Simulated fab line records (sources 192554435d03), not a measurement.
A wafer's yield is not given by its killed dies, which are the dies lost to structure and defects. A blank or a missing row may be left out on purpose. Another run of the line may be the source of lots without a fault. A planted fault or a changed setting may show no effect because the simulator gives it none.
Matching of chambers ; flow n5_finfet ; rie_diel-02 running N5_BEOL_M10_DESCUM_16: 4 sister chambers
The step chemistry O2, time 7.9 s. 16 wafers are shown with their chamber, then 8 later ones without.

== WAFERS WITH THEIR CHAMBER ==
wafer;chamber;showerhead_plenum_p_Torr (Torr);throttle_valve_pct (%);oes_product_au (a.u.)
L074.1;3;2.21;20.16;0.88
L074.3;1;2.05;20.30;0.90
L074.6;0;2.23;20.31;0.92
L075.1;3;2.21;20.17;0.87
L075.4;0;2.23;20.27;0.93
L075.5;1;2.05;20.29;0.90
L079.1;0;2.23;20.28;0.91
L079.5;0;2.23;20.26;0.92
L079.6;3;2.21;20.16;0.86
L081.4;1;2.04;20.31;0.89
L081.5;0;2.22;20.29;0.89
L081.6;3;2.21;20.19;0.87
L082.2;1;2.04;20.31;0.88
L082.3;3;2.21;20.19;0.85
L082.6;2;2.09;20.63;0.77
L083.1;1;2.04;20.32;0.88

SIGNATURES (means of the wafers above)
reading;chamber 0;chamber 1;chamber 2;chamber 3;scatter within a chamber
showerhead_plenum_p_Torr;2.2280;2.0440;2.0900;2.2100;0.00408
throttle_valve_pct;20.2820;20.3060;20.6300;20.1740;0.0156
oes_product_au;0.9140;0.8900;0.7700;0.8660;0.0124
Rule: for each reading, subtract the chamber's mean from the wafer's reading, divide by that reading's scatter and square the result; add these up over the readings and take the root, which gives the wafer's distance from the chamber. If the next closest chamber is less than 2 further off than the closest, the wafer can't be placed; otherwise it belongs to the closest. How the scatter is found: for the shown wafers, subtract from each reading the mean of its chamber, square and add these, divide the total by (wafers less chambers), then take the root.

== WAFERS WITHOUT THEIR CHAMBER ==
wafer;showerhead_plenum_p_Torr (Torr);throttle_valve_pct (%);oes_product_au (a.u.)
L083.2;2.22;20.29;0.90
L083.4;2.21;20.20;0.84
L091.2;2.04;20.34;0.87
L091.5;2.09;20.64;0.75
L091.6;2.20;20.21;0.84
L097.1;2.04;20.35;0.85
L097.2;2.09;20.66;0.74
L097.5;2.09;20.64;0.75

== CHAMBER TAKEN BY EACH ==
wafer;from the rows above;in truth
L083.2;0;0
L083.4;3;3
L091.2;1;1
L091.5;2;2
L091.6;3;3
L097.1;1;1
L097.2;2;2
L097.5;2;2
Correct placement for 8 of the 8. Left unplaced by these rows: 0. Wrongly placed: 0.
